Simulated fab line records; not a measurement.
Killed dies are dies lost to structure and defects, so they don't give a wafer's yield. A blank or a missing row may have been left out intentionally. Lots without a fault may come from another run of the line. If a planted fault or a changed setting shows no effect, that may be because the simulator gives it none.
fab line records	flow n5_finfet
[record] lots = 24	wafers = 72	last_day = 18
route steps=1938 shown BEOL_M0@738 BEOL_M1@753
lots with no fault: from the same line, run without faults
start_h: hours from the record's opening day to when the first of the lot's shown wafers began	wait_h: hours from the lot's prior step to this one	" identical to the entry in the row above	L1.1+2: one row covering several wafers at once	- either no value or no given start	* or withheld: withheld	< > ~ a bound
route shown NAME@n: names a module that has steps shown in the file, with the first one's number in the route	usual: average and standard deviation across the fault-free wafers	same: alike in all rows	chamber/n: place in a boat	sites: the reading at each site	_std_site: their standard deviation	_edge_site: inner sites' mean taken away from outer sites' mean	radius_mm: how far each site lies from the wafer's centre	mask NAME#n: copy n	behind: tool/chamber where the wafer was last shaped	hold: the reason the lot was held/the length of the hold in hours/how it ended	device: transistor that didn't switch, given as n, p or np	end of line: the route-end tests of the same wafers	a step given without rows: its recipe and nothing more	killed: at the first sort, the dies lost to defects and structure; wafer yield is something else	map: a wafer's dies, marking killed ones x, the rest . and places with no die _
set.NAME: the setting the step ran with; set.NAME@STEP: the setting that earlier step ran with	model.NAME: the simulator's own value behind a step, which no gauge read
steps of the route over a sample of lots; a table a step, a row a wafer
services: the hour from which a tool's chamber was out of use, counted from the record's first day as start_h (under 0 if before that day), plus the number of hours and why
[[steps]]
[step N5_BEOL_M0_SPUTTER_134]
[recipe] material = Cu	target_thk_a = 40	temp_c = -20	chamber_pressure_pa = 0.07	power_w = withheld	time_s = 7.37
[usual] throttle_valve_pct = 30.1/1.1
[same] time_s = 7.37
lot.wafer	tool	chamber	start_h	wait_h	throttle_valve_pct
L074.1	pvd_sputter-02	-	125.47	0.0	31.3
L074.4	"	-	"	"	31.1
L074.5	"	-	"	"	29.6
L075.4	pvd_sputter-03	-	130.84	0.0	31.0
L075.5	"	-	"	"	30.9
L075.6	"	-	"	"	29.9
L076.2	pvd_sputter-01	-	133.10	0.0	30.9
L076.3	"	-	"	"	28.5
L076.4	"	-	"	"	29.8
L077.1	pvd_sputter-01	-	137.50	0.0	30.6
L077.2	"	-	"	"	30.0
L077.4	"	-	"	"	31.6
L078.1	pvd_sputter-03	-	139.18	0.0	29.8
L078.4	"	-	"	"	30.9
L078.6	"	-	"	"	29.8
L079.1	pvd_sputter-03	-	150.91	0.0	31.0
L079.3	"	-	"	"	30.9
L079.6	"	-	"	"	30.0
L080.3	pvd_sputter-01	-	152.86	0.0	31.5
L080.4	"	-	"	"	28.4
L080.5	"	-	"	"	30.8
L081.2	pvd_sputter-03	-	163.22	0.0	29.9
L081.3	"	-	"	"	30.0
L081.5	"	-	"	"	29.8
L082.3	pvd_sputter-02	-	165.25	0.0	31.4
L082.4	"	-	"	"	31.2
L082.5	"	-	"	"	29.5
L083.2	pvd_sputter-02	-	172.07	0.0	29.9
L083.5	"	-	"	"	31.1
L083.6	"	-	"	"	31.3
L084.2	pvd_sputter-01	-	177.58	0.0	29.7
L084.3	"	-	"	"	31.1
L084.6	"	-	"	"	28.7
L085.2	pvd_sputter-03	-	187.81	0.0	30.6
L085.5	"	-	"	"	30.0
L085.6	"	-	"	"	30.4
L086.1	pvd_sputter-02	-	189.94	0.0	30.0
L086.3	"	-	"	"	27.7
L086.5	"	-	"	"	27.8
L087.1	pvd_sputter-03	-	196.30	0.0	30.7
L087.5	"	-	"	"	29.8
L087.6	"	-	"	"	29.5
L088.1	pvd_sputter-03	-	203.98	0.0	29.8
L088.3	"	-	"	"	30.9
L088.4	"	-	"	"	30.5
L090.2	pvd_sputter-03	-	213.28	0.0	30.5
L090.3	"	-	"	"	30.0
L090.5	"	-	"	"	30.6
L089.1	pvd_sputter-03	-	213.90	0.0	31.1
L089.4	"	-	"	"	29.9
L089.5	"	-	"	"	29.4
L091.2	pvd_sputter-01	-	219.96	0.0	31.3
L091.3	"	-	"	"	28.5
L091.6	"	-	"	"	29.9
L092.1	pvd_sputter-02	-	226.01	0.0	27.5
L092.2	"	-	"	"	31.2
L092.3	"	-	"	"	30.9
L093.3	pvd_sputter-03	-	231.47	0.0	29.7
L093.4	"	-	"	"	30.7
L093.6	"	-	"	"	31.2
L094.1	pvd_sputter-03	-	239.55	0.0	31.0
L094.5	"	-	"	"	30.8
L094.6	"	-	"	"	30.3
L095.2	pvd_sputter-01	-	244.78	0.0	29.9
L095.3	"	-	"	"	31.0
L095.4	"	-	"	"	31.7
L096.2	pvd_sputter-02	-	247.64	0.0	31.2
L096.4	"	-	"	"	27.4
L096.6	"	-	"	"	31.3
L097.3	pvd_sputter-02	-	252.76	0.0	29.9
L097.5	"	-	"	"	29.5
L097.6	"	-	"	"	27.5
[step N5_BEOL_M1_PECVD_72]
[recipe] material = SiO2	target_thk_a = 160	temp_c = 400	precursor = TEOS/O2	pressure_torr = 5.5	rf_w = 450	teos_flow_sccm = 53.8	gas = O2	flow_sccm = 3000	time_s = 18
[usual] heater_power_w = 741/86	showerhead_plenum_p_Torr = 8.83/0.077	throttle_valve_pct = 22.6/1.5
[same] time_s = 18
lot.wafer	tool	chamber	start_h	wait_h	heater_power_w	showerhead_plenum_p_Torr	throttle_valve_pct
L074.1	pecvd-04	0	126.87	0.0	662	8.79	22.3
L074.4	"	1	"	"	799	8.92	23.6
L074.5	"	2	"	"	874	8.79	21.4
L075.4	pecvd-01	0	132.22	0.1	663	8.77	22.5
L075.5	"	1	"	"	718	8.83	25.6
L075.6	"	2	"	"	751	8.92	21.0
L076.2	pecvd-04	0	134.44	0.0	576	8.80	22.0
L076.3	"	1	"	"	883	8.92	23.8
L076.4	"	0	"	"	608	8.78	22.0
L077.1	pecvd-02	1	138.90	0.0	586	8.71	22.0
L077.2	"	2	"	"	680	8.73	22.8
L077.4	"	2	"	"	690	8.74	22.7
L078.1	pecvd-01	1	140.53	0.0	859	8.84	25.6
L078.4	"	1	"	"	826	8.84	25.5
L078.6	"	2	"	"	776	8.93	21.2
L079.1	pecvd-04	0	152.26	0.0	672	8.80	22.0
L079.3	"	2	"	"	879	8.77	21.7
L079.6	"	0	"	"	710	8.78	22.0
L080.3	pecvd-01	2	154.84	0.0	770	8.93	21.0
L080.4	"	1	"	"	718	8.84	25.6
L080.5	"	2	"	"	777	8.93	20.9
L081.2	pecvd-04	2	164.56	0.0	794	8.77	21.6
L081.3	"	0	"	"	686	8.80	22.1
L081.5	"	0	"	"	686	8.80	21.5
L082.3	pecvd-04	1	166.70	0.0	896	8.90	23.7
L082.4	"	2	"	"	896	8.80	21.7
L082.5	"	0	"	"	626	8.80	22.1
L083.2	pecvd-04	0	173.43	0.0	657	8.79	21.7
L083.5	"	1	"	"	742	8.92	23.7
L083.6	"	0	"	"	661	8.80	22.0
L084.2	pecvd-01	2	178.93	0.0	780	8.93	20.9
L084.3	"	1	"	"	760	8.88	25.6
L084.6	"	1	"	"	762	8.85	25.8
L085.2	pecvd-01	2	189.16	0.0	748	8.96	20.8
L085.5	"	2	"	"	758	8.94	21.0
L085.6	"	0	"	"	744	8.77	22.3
L086.1	pecvd-04	2	191.73	0.0	765	8.77	21.9
L086.3	"	1	"	"	814	8.93	23.6
L086.5	"	2	"	"	790	8.79	21.7
L087.1	pecvd-04	1	197.69	0.0	877	8.92	23.7
L087.5	"	1	"	"	883	8.89	24.1
L087.6	"	2	"	"	794	8.78	21.9
L088.1	pecvd-01	2	205.33	0.0	736	8.94	21.1
L088.3	"	0	"	"	722	8.77	22.5
L088.4	"	1	"	"	723	8.86	25.7
L090.2	pecvd-01	2	215.07	0.0	688	8.95	20.9
L090.3	"	0	"	"	632	8.79	22.0
L090.5	"	1	"	"	811	8.85	25.9
L089.1	pecvd-04	2	215.26	0.0	863	8.78	22.1
L089.4	"	1	"	"	821	8.91	23.7
L089.5	"	2	"	"	877	8.77	22.1
L091.2	pecvd-04	1	221.58	0.0	855	8.92	23.6
L091.3	"	2	"	"	818	8.78	21.9
L091.6	"	0	"	"	712	8.80	21.9
L092.1	pecvd-01	1	227.40	0.0	823	8.85	25.6
L092.2	"	0	"	"	592	8.76	21.8
L092.3	"	2	"	"	683	8.94	21.1
L093.3	pecvd-02	1	233.02	0.1	566	8.70	21.6
L093.4	"	0	"	"	759	8.71	22.2
L093.6	"	0	"	"	758	8.71	22.1
L094.1	pecvd-01	0	240.99	0.0	693	8.77	22.3
L094.5	"	2	"	"	661	8.92	20.8
L094.6	"	1	"	"	853	8.87	25.5
L095.2	pecvd-02	0	246.18	0.0	734	8.70	21.8
L095.3	"	1	"	"	584	8.72	21.9
L095.4	"	0	"	"	718	8.72	22.1
L096.2	pecvd-04	1	249.13	0.0	771	8.88	23.8
L096.4	"	0	"	"	692	8.81	21.8
L096.6	"	1	"	"	786	8.93	23.7
L097.3	pecvd-01	0	254.45	0.0	668	8.78	22.3
L097.5	"	0	"	"	693	8.79	22.3
L097.6	"	1	"	"	777	8.85	25.7
[step N5_BEOL_M1_HM_DEP_02]
[recipe] material = TiN	target_thk_a = 200	temp_c = 25	chamber_pressure_pa = 0.49996
[usual] throttle_valve_pct = 30.2/1.1
lot.wafer	tool	chamber	start_h	wait_h	throttle_valve_pct
L074.1	pvd_sputter-01	-	128.08	1.2	31.5
L074.4	"	-	"	"	30.7
L074.5	"	-	"	"	29.8
L075.4	pvd_sputter-01	-	133.40	1.2	28.7
L075.5	"	-	"	"	30.0
L075.6	"	-	"	"	30.7
L076.2	pvd_sputter-03	-	134.98	0.5	30.3
L076.3	"	-	"	"	30.3
L076.4	"	-	"	"	31.0
L077.1	pvd_sputter-01	-	140.65	1.7	31.0
L077.2	"	-	"	"	30.0
L077.4	"	-	"	"	28.6
L078.1	pvd_sputter-01	-	141.53	1.0	31.4
L078.4	"	-	"	"	29.8
L078.6	"	-	"	"	29.8
L079.1	pvd_sputter-02	-	152.65	0.4	31.1
L079.3	"	-	"	"	31.2
L079.6	"	-	"	"	29.8
L080.3	pvd_sputter-01	-	155.94	1.1	31.0
L080.4	"	-	"	"	31.0
L080.5	"	-	"	"	28.8
L081.2	pvd_sputter-02	-	165.45	0.9	27.5
L081.3	"	-	"	"	31.1
L081.5	"	-	"	"	31.1
L082.3	pvd_sputter-03	-	168.36	1.6	29.9
L082.4	"	-	"	"	30.3
L082.5	"	-	"	"	29.9
L083.2	pvd_sputter-02	-	174.85	1.4	27.7
L083.5	"	-	"	"	31.1
L083.6	"	-	"	"	29.9
L084.2	pvd_sputter-01	-	179.38	0.4	28.7
L084.3	"	-	"	"	29.7
L084.6	"	-	"	"	29.9
L085.2	pvd_sputter-01	-	189.93	0.7	29.8
L085.5	"	-	"	"	30.9
L085.6	"	-	"	"	28.8
L086.1	pvd_sputter-02	-	194.44	2.7	27.8
L086.3	"	-	"	"	31.0
L086.5	"	-	"	"	31.0
L087.1	pvd_sputter-02	-	198.10	0.4	31.1
L087.5	"	-	"	"	31.0
L087.6	"	-	"	"	29.7
L088.1	pvd_sputter-02	-	205.81	0.5	31.0
L088.3	"	-	"	"	31.0
L088.4	"	-	"	"	27.8
L090.2	pvd_sputter-03	-	215.94	0.9	29.7
L090.3	"	-	"	"	31.0
L090.5	"	-	"	"	31.1
L089.1	pvd_sputter-01	-	216.10	0.8	31.6
L089.4	"	-	"	"	28.5
L089.5	"	-	"	"	30.8
L091.2	pvd_sputter-03	-	222.34	0.7	29.8
L091.3	"	-	"	"	30.8
L091.6	"	-	"	"	30.4
L092.1	pvd_sputter-02	-	228.33	0.9	31.1
L092.2	"	-	"	"	29.8
L092.3	"	-	"	"	27.6
L093.3	pvd_sputter-02	-	234.75	1.7	31.0
L093.4	"	-	"	"	29.7
L093.6	"	-	"	"	31.4
L094.1	pvd_sputter-03	-	241.37	0.4	30.4
L094.5	"	-	"	"	30.6
L094.6	"	-	"	"	29.6
L095.2	pvd_sputter-02	-	246.86	0.7	27.9
L095.3	"	-	"	"	31.1
L095.4	"	-	"	"	30.8
L096.2	pvd_sputter-03	-	249.40	0.3	29.8
L096.4	"	-	"	"	30.6
L096.6	"	-	"	"	30.5
L097.3	pvd_sputter-03	-	255.84	1.4	29.9
L097.5	"	-	"	"	30.7
L097.6	"	-	"	"	29.9
[step N5_BEOL_M1_ETCH_70]
[recipe] chemistry = N2/H2	target = SOC	target_depth_a = 800	overetch_a = 160	mask_material = SiARC	temp_c = 40	time_s = 120	ion_energy_ev = 200	pressure_mtorr = 30	source_w = 840	bias_w = 150	n2_flow_sccm = 200	h2_flow_sccm = 200
[usual] drypump_motor_current_A = 5.8/0.58	oes_product_au = 0.61/0.066	rf_vpp_V = 523.5/2.1	showerhead_plenum_p_Torr = 2.53/0.072	throttle_valve_pct = 17.78/0.28
[same] time_s = 120
lot.wafer	tool	chamber	start_h	wait_h	drypump_motor_current_A	oes_product_au	rf_hours_counter_h	rf_vpp_V	showerhead_plenum_p_Torr	throttle_valve_pct
L074.1	rie_diel-03	3	134.21	0.0	6.2	0.57	188	524.7	2.63	17.65
L074.4	"	2	"	"	5.5	0.54	-	520.2	2.41	17.95
L074.5	"	3	"	"	6.2	0.57	-	525.6	2.63	17.64
L076.2	rie_diel-01	3	136.98	0.0	6.4	0.68	43	522.6	2.49	17.61
L076.3	"	1	"	"	5.2	0.55	195	522.5	2.52	18.12
L076.4	"	2	"	"	6.1	0.77	2	522.1	2.52	17.44
L075.4	rie_diel-03	0	137.03	0.0	5.1	0.67	-	525.5	2.58	17.34
L075.5	"	2	"	"	5.5	0.54	-	520.2	2.41	17.95
L075.6	"	3	"	"	6.3	0.56	-	527.2	2.62	17.65
L077.1	rie_diel-03	0	143.07	0.0	5.1	0.66	56	524.8	2.58	17.33
L077.2	"	1	"	"	5.3	0.58	160	522.8	2.54	17.67
L077.4	"	2	"	"	5.5	0.54	213	520.1	2.40	17.95
L078.1	rie_diel-03	2	144.17	0.0	5.5	0.55	214	519.6	2.40	17.95
L078.4	"	0	"	"	5.1	0.67	57	525.4	2.58	17.32
L078.6	"	1	"	"	5.3	0.59	-	523.6	2.54	17.67
L079.1	rie_diel-03	0	157.11	0.0	5.0	0.65	61	523.7	2.58	17.34
L079.3	"	3	"	"	6.2	0.56	196	526.6	2.62	17.67
L079.6	"	1	"	"	5.3	0.57	-	522.5	2.54	17.66
L080.3	rie_diel-03	1	161.85	0.0	5.3	0.57	164	524.0	2.54	17.68
L080.4	"	3	"	"	6.3	0.56	197	527.0	2.62	17.68
L080.5	"	0	"	"	5.0	0.66	-	524.9	2.58	17.35
L081.2	rie_diel-01	0	167.94	0.0	4.8	0.69	40	525.1	2.58	17.52
L081.3	"	2	"	"	6.1	0.73	12	523.0	2.51	17.45
L081.5	"	0	"	"	4.7	0.68	-	525.4	2.58	17.51
L082.3	rie_diel-01	3	170.81	0.0	6.4	0.67	54	523.8	2.48	17.65
L082.4	"	2	"	"	6.1	0.73	13	522.6	2.51	17.47
L082.5	"	1	"	"	5.2	0.55	-	523.9	2.52	18.14
L083.2	rie_diel-01	1	177.98	0.0	5.2	0.55	208	522.7	2.52	18.14
L083.5	"	3	"	"	6.4	0.67	-	522.0	2.48	17.64
L083.6	"	2	"	"	6.1	0.72	-	522.9	2.51	17.46
L084.2	rie_diel-04	1	183.65	0.0	6.6	0.61	106	525.2	2.55	17.79
L084.3	"	2	"	"	5.7	0.68	22	524.4	2.61	18.04
L084.6	"	0	"	"	5.7	0.51	-	527.4	2.62	18.43
L085.2	rie_diel-04	2	193.82	0.0	5.7	0.68	25	526.1	2.61	18.03
L085.5	"	0	"	"	5.7	0.51	-	525.9	2.62	18.45
L085.6	"	3	"	"	6.6	0.55	-	520.6	2.43	18.13
L086.1	rie_diel-03	3	196.75	0.0	6.3	0.55	208	526.1	2.62	17.69
L086.3	"	0	"	"	5.1	0.64	72	523.6	2.57	17.36
L086.5	"	2	"	"	5.5	0.53	-	521.0	2.40	18.00
L087.1	rie_diel-03	1	207.57	0.0	5.3	0.57	178	524.5	2.53	17.70
L087.5	"	0	"	"	5.0	0.64	-	524.4	2.57	17.35
L087.6	"	1	"	"	5.3	0.56	-	525.7	2.53	17.70
L088.1	rie_diel-04	2	211.30	0.0	5.7	0.66	30	524.6	2.61	18.05
L088.3	"	1	"	"	6.5	0.60	115	523.6	2.54	17.79
L088.4	"	2	"	"	5.7	0.66	-	525.2	2.61	18.04
L090.2	rie_diel-04	1	218.40	0.0	6.6	0.60	118	524.7	2.54	17.81
L090.3	"	2	"	"	5.7	0.66	33	525.3	2.61	18.06
L090.5	"	1	"	"	6.6	0.60	-	523.7	2.54	17.80
L089.1	rie_diel-01	1	218.65	0.0	5.2	0.53	221	522.5	2.51	18.16
L089.4	"	3	"	"	6.3	0.66	68	524.0	2.48	17.66
L089.5	"	2	"	"	6.1	0.70	-	522.3	2.51	17.49
L091.2	rie_diel-01	2	224.90	0.0	6.1	0.70	30	521.9	2.51	17.50
L091.3	"	1	"	"	5.2	0.54	223	523.0	2.51	18.19
L091.6	"	0	"	"	4.8	0.66	-	524.2	2.57	17.56
L092.1	rie_diel-03	0	235.26	0.0	5.0	0.64	83	525.5	2.57	17.40
L092.2	"	2	"	"	5.5	0.53	240	520.4	2.39	18.01
L092.3	"	3	"	"	6.2	0.55	218	526.2	2.61	17.71
L093.3	rie_diel-01	3	241.42	0.0	6.4	0.64	76	522.6	2.47	17.68
L093.4	"	3	"	"	6.4	0.65	-	521.6	2.47	17.68
L093.6	"	0	"	"	4.8	0.65	-	524.2	2.57	17.56
L094.1	rie_diel-04	2	246.59	0.0	5.7	0.64	44	525.4	2.61	18.06
L094.5	"	0	"	"	5.7	0.71	-	524.3	2.61	18.03
L094.6	"	1	"	"	6.5	0.60	-	523.6	2.54	17.80
L095.2	rie_diel-04	3	251.80	0.0	6.6	0.54	212	520.3	2.42	18.18
L095.3	"	2	"	"	5.7	0.65	45	525.2	2.60	18.07
L095.4	"	1	"	"	6.5	0.60	123	523.2	2.54	17.80
L096.2	rie_diel-03	3	252.18	0.0	6.2	0.55	224	526.8	2.61	17.72
L096.4	"	2	"	"	5.5	0.53	245	518.8	2.39	18.02
L096.6	"	1	"	"	5.3	0.56	-	523.2	2.53	17.72
L097.3	rie_diel-04	1	261.00	0.0	6.5	0.59	126	524.7	2.54	17.83
L097.5	"	0	"	"	5.7	0.70	-	526.4	2.61	18.04
L097.6	"	1	"	"	6.5	0.59	-	524.4	2.54	17.82
[step N5_BEOL_M1_SPUTTER_48]
[recipe] material = Cu	target_thk_a = 45	temp_c = -20	chamber_pressure_pa = 0.07	power_w = withheld	time_s = 8.29
[usual] throttle_valve_pct = 30.1/1.2
[same] time_s = 8.29
lot.wafer	tool	chamber	start_h	wait_h	throttle_valve_pct
L074.1	pvd_sputter-02	-	135.79	0.2	27.7
L074.4	"	-	"	"	31.2
L074.5	"	-	"	"	27.7
L075.4	pvd_sputter-02	-	138.69	0.1	30.9
L075.5	"	-	"	"	31.2
L075.6	"	-	"	"	30.9
L076.2	pvd_sputter-01	-	138.81	0.1	31.6
L076.3	"	-	"	"	29.6
L076.4	"	-	"	"	28.6
L077.1	pvd_sputter-02	-	144.37	0.1	30.9
L077.2	"	-	"	"	29.7
L077.4	"	-	"	"	27.7
L078.1	pvd_sputter-03	-	145.92	0.2	29.7
L078.4	"	-	"	"	30.9
L078.6	"	-	"	"	30.5
L079.1	pvd_sputter-03	-	160.40	0.1	30.1
L079.3	"	-	"	"	29.7
L079.6	"	-	"	"	30.1
L080.3	pvd_sputter-01	-	163.24	0.1	28.6
L080.4	"	-	"	"	30.8
L080.5	"	-	"	"	31.8
L081.2	pvd_sputter-01	-	169.40	0.1	31.8
L081.3	"	-	"	"	28.7
L081.5	"	-	"	"	28.9
L082.3	pvd_sputter-03	-	172.61	0.1	29.9
L082.4	"	-	"	"	29.8
L082.5	"	-	"	"	29.6
L083.2	pvd_sputter-03	-	179.67	0.1	29.8
L083.5	"	-	"	"	30.0
L083.6	"	-	"	"	30.9
L084.2	pvd_sputter-03	-	185.73	0.2	30.0
L084.3	"	-	"	"	29.9
L084.6	"	-	"	"	29.5
L085.2	pvd_sputter-02	-	195.76	0.2	31.3
L085.5	"	-	"	"	29.9
L085.6	"	-	"	"	31.2
L086.1	pvd_sputter-02	-	198.24	0.2	29.7
L086.3	"	-	"	"	30.8
L086.5	"	-	"	"	27.7
L087.1	pvd_sputter-02	-	210.39	1.4	29.6
L087.5	"	-	"	"	27.8
L087.6	"	-	"	"	31.0
L088.1	pvd_sputter-01	-	213.00	0.1	31.6
L088.3	"	-	"	"	28.7
L088.4	"	-	"	"	31.3
L090.2	pvd_sputter-01	-	220.20	0.2	31.7
L090.3	"	-	"	"	28.9
L090.5	"	-	"	"	30.9
L089.1	pvd_sputter-02	-	220.68	0.4	31.2
L089.4	"	-	"	"	27.8
L089.5	"	-	"	"	27.6
L091.2	pvd_sputter-02	-	226.41	0.2	27.4
L091.3	"	-	"	"	31.1
L091.6	"	-	"	"	31.1
L092.1	pvd_sputter-02	-	238.02	0.2	29.8
L092.2	"	-	"	"	31.3
L092.3	"	-	"	"	31.2
L093.3	pvd_sputter-01	-	242.70	0.2	31.8
L093.4	"	-	"	"	30.8
L093.6	"	-	"	"	30.1
L094.1	pvd_sputter-02	-	248.28	0.2	27.8
L094.5	"	-	"	"	31.3
L094.6	"	-	"	"	31.1
L095.2	pvd_sputter-02	-	253.18	0.1	29.7
L095.3	"	-	"	"	31.1
L095.4	"	-	"	"	31.5
L096.2	pvd_sputter-01	-	253.85	0.2	31.0
L096.4	"	-	"	"	31.4
L096.6	"	-	"	"	31.6
L097.3	pvd_sputter-02	-	264.10	1.5	29.9
L097.5	"	-	"	"	31.2
L097.6	"	-	"	"	29.6
[step N5_BEOL_M1_ANNEAL_49]
[recipe] temp_c = 400	time_s = 240	ambient = vacuum
[usual] heater_power_w = 855/74
[same] time_s = 240
lot.wafer	tool	chamber	start_h	wait_h	heater_power_w
L074.1	pvd_sputter-02	-	135.87	0.0	1041
L074.4	"	-	"	"	894
L074.5	"	-	"	"	1048
L075.4	pvd_sputter-02	-	138.77	0.0	890
L075.5	"	-	"	"	840
L075.6	"	-	"	"	916
L076.2	pvd_sputter-01	-	138.89	0.0	837
L076.3	"	-	"	"	800
L076.4	"	-	"	"	819
L077.1	pvd_sputter-02	-	144.45	0.0	881
L077.2	"	-	"	"	825
L077.4	"	-	"	"	1001
L078.1	pvd_sputter-03	-	146.01	0.0	815
L078.4	"	-	"	"	914
L078.6	"	-	"	"	830
L079.1	pvd_sputter-03	-	160.48	0.0	803
L079.3	"	-	"	"	808
L079.6	"	-	"	"	807
L080.3	pvd_sputter-01	-	163.32	0.0	813
L080.4	"	-	"	"	750
L080.5	"	-	"	"	848
L081.2	pvd_sputter-01	-	169.48	0.0	814
L081.3	"	-	"	"	825
L081.5	"	-	"	"	814
L082.3	pvd_sputter-03	-	172.69	0.0	799
L082.4	"	-	"	"	822
L082.5	"	-	"	"	805
L083.2	pvd_sputter-03	-	179.75	0.0	816
L083.5	"	-	"	"	816
L083.6	"	-	"	"	898
L084.2	pvd_sputter-03	-	185.81	0.0	818
L084.3	"	-	"	"	806
L084.6	"	-	"	"	805
L085.2	pvd_sputter-02	-	195.84	0.0	877
L085.5	"	-	"	"	826
L085.6	"	-	"	"	894
L086.1	pvd_sputter-02	-	198.32	0.0	832
L086.3	"	-	"	"	873
L086.5	"	-	"	"	1043
L087.1	pvd_sputter-02	-	210.47	0.0	832
L087.5	"	-	"	"	1008
L087.6	"	-	"	"	862
L088.1	pvd_sputter-01	-	213.08	0.0	829
L088.3	"	-	"	"	808
L088.4	"	-	"	"	775
L090.2	pvd_sputter-01	-	220.28	0.0	834
L090.3	"	-	"	"	816
L090.5	"	-	"	"	775
L089.1	pvd_sputter-02	-	220.76	0.0	840
L089.4	"	-	"	"	1020
L089.5	"	-	"	"	1055
L091.2	pvd_sputter-02	-	226.49	0.0	1043
L091.3	"	-	"	"	852
L091.6	"	-	"	"	891
L092.1	pvd_sputter-02	-	238.10	0.0	822
L092.2	"	-	"	"	882
L092.3	"	-	"	"	841
L093.3	pvd_sputter-01	-	242.78	0.0	824
L093.4	"	-	"	"	765
L093.6	"	-	"	"	795
L094.1	pvd_sputter-02	-	248.36	0.0	1051
L094.5	"	-	"	"	841
L094.6	"	-	"	"	915
L095.2	pvd_sputter-02	-	253.26	0.0	826
L095.3	"	-	"	"	882
L095.4	"	-	"	"	859
L096.2	pvd_sputter-01	-	253.93	0.0	773
L096.4	"	-	"	"	841
L096.6	"	-	"	"	815
L097.3	pvd_sputter-02	-	264.18	0.0	819
L097.5	"	-	"	"	912
L097.6	"	-	"	"	832
[[services]]
tool	chamber	start_h	hours	kind
pecvd-01	2	103.91	1.8	repair
pecvd-01	0	104.24	2.1	scheduled_down
rie_diel-01	2	107.64	-	clean
rie_diel-01	2	107.64	-	consumable_replace:focus_ring
rie_diel-01	2	107.64	24.5	scheduled_down
rie_diel-01	2	107.64	24.5	vent_cycle
pecvd-01	1	108.98	5.5	scheduled_down
pecvd-02	1	115.72	5.5	scheduled_down
rie_diel-04	1	129.49	9.0	repair
rie_diel-04	0	130.52	10.4	repair
rie_diel-04	1	139.52	4.0	repair
pecvd-04	0	147.23	-	calibration
pecvd-04	2	157.25	1.7	repair
pecvd-04	2	170.42	5.5	scheduled_down
pecvd-02	-	184.99	27.0	repair
rie_diel-04	0	197.34	-	clean
rie_diel-04	0	197.34	-	consumable_replace:focus_ring
rie_diel-04	0	197.34	18.8	scheduled_down
rie_diel-04	0	197.34	18.8	vent_cycle
rie_diel-04	1	221.30	13.8	repair
pecvd-02	2	231.85	5.5	scheduled_down
rie_diel-01	1	240.27	4.0	repair
[[key]]
fault none
